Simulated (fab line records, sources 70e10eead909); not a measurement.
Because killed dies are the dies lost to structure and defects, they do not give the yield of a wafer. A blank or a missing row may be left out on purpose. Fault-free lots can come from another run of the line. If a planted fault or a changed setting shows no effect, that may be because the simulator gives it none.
Struck lot and sound lot, side by side | flow nand_harc | 17 steps out of a route of 1302
Sound: wafers L273.1, L273.2, L273.5. Wafers L270.2, L270.5, L270.6 were the ones struck. At the end, the cause is stated.
For every step that has rows: the tool of each side, followed by ch and its chambers, followed by its first start. Under that, the readings that differ: sound wafers | struck wafers | difference of the means | sigmas: that difference in standard deviations of wafers without a fault.
alike: words and numbers the same on both sides, and readings whose means are apart by under 2 such deviations; not compared: readings that were withheld, readings missing a value for some wafer, numbers with overlapping values and no deviation given by the record, and bounds like >300 which may hide the same value.
The two part at a step that has a row with sigmas, a row that says differs or no value, or rows on one side only. Numbers that don't overlap but have no deviation are shown without sigmas and don't part them. A reading missing from all wafers of one side parts the sides only when that side holds two or more wafers.

NHARC_P_M2_INSPECT_11:
  sound on defect_inspect-01, day 8 02:59; struck on defect_inspect-01, day 6 16:39
  alike: raw_defect_count
NHARC_P_M2_DESCUM_14: chemistry O2, time 3 s.
  sound on rie_diel-03 ch 0,2,3, day 8 03:04; struck on rie_diel-03 ch 2,3, day 6 16:43
  reading      | sound          | struck         | difference | sigmas
  rf_vpp_V (V) | 58.6 58.5 58.1 | 55.6 57.3 56.4 | -2.0       | -2
  alike: chamber_pressure_mTorr, drypump_motor_current_A, oes_product_au, showerhead_plenum_p_Torr, throttle_valve_pct
  not compared: rf_hours_counter_h
then, 2 steps without rows for these wafers: NHARC_P_M2_ETCH_35 (etches the open film in N2/H2, target depth 40 nm, overetch 12 nm, time 43.94 s); NHARC_P_M2_ETCH_15 (etches the open film in C4F8/Ar, target depth 182.5 nm, time 91.2 s).
NHARC_P_M2_CD_MEAS_16:
  sound on cd_sem-03, day 8 03:22; struck on cd_sem-03, day 6 17:01
  alike: cd_nm
NHARC_P_M2_STRIP_18: strips in N2/H2.
  sound on rie_diel-03 ch 0,3, day 8 03:26; struck on rie_diel-05 ch 0,2,3, day 6 17:08
  alike: chamber_pressure_mTorr, drypump_motor_current_A, h2_flow_sccm, oes_product_au, power_w, rf_vpp_V, showerhead_plenum_p_Torr, throttle_valve_pct
  not compared: rf_hours_counter_h
then, 2 steps without rows for these wafers: NHARC_P_M2_ETCH_28 (etches the open film in CF4/N2, target depth 30 nm, time 72.99 s); NHARC_P_M2_STRIP_19 (strips in post etch residue remover, time 600 s).
NHARC_P_M2_DEGAS_29: time 60 s.
  sound on pvd_sputter-02, day 8 04:05; struck on pvd_sputter-02, day 6 17:44
  alike: heater_power_w
NHARC_P_M2_PRE_CLEAN_30: time 30 s.
  sound on pvd_sputter-02; struck on pvd_sputter-02
  alike: heater_power_w
NHARC_P_M2_PVD_20: deposits TaN, target thk 5 nm, time 8.06 s.
  sound on pvd_sputter-02; struck on pvd_sputter-02
  alike: throttle_valve_pct
then, 1 step without rows for these wafers: NHARC_P_M2_PVD_21 (deposits Cu, target thk 30 nm, time 20.49 s).
NHARC_P_M2_ECD_22: material Cu, target thk 400 nm.
  sound on ecd_cu-02 ch 0,1, day 8 04:26; struck on ecd_cu-02 ch 0,1, day 6 18:37
then, 1 step without rows for these wafers: NHARC_P_M2_ANNEAL_31 (time 90 s).
NHARC_P_M2_CMP_23: polishes, t overpolish 20 s, target thk 144.3 nm.
  sound on cmp-04 ch 1,2,3, day 8 05:12; struck on cmp-02 ch 0,1, day 6 19:23
  reading                | sound    | struck   | difference | sigmas
  time_to_endpoint_s (s) | 37 34 28 | 55 55 63 | +25        | +7
  alike: motor_current_A
NHARC_P_M2_THK_MEAS_24: measures by xrf.
  sound on film_metro-01, day 8 05:28; struck on film_metro-02, day 6 19:42
  alike: thk_nm
NHARC_END_SORT_01:
  the record has rows for the sound wafers here (prober-02 ch 0, day 25 15:03) and none for the struck ones

## WHERE THEY PART
Earliest at NHARC_P_M2_DESCUM_14; latest, in this record, at NHARC_END_SORT_01.

WHY: what the simulator had put in
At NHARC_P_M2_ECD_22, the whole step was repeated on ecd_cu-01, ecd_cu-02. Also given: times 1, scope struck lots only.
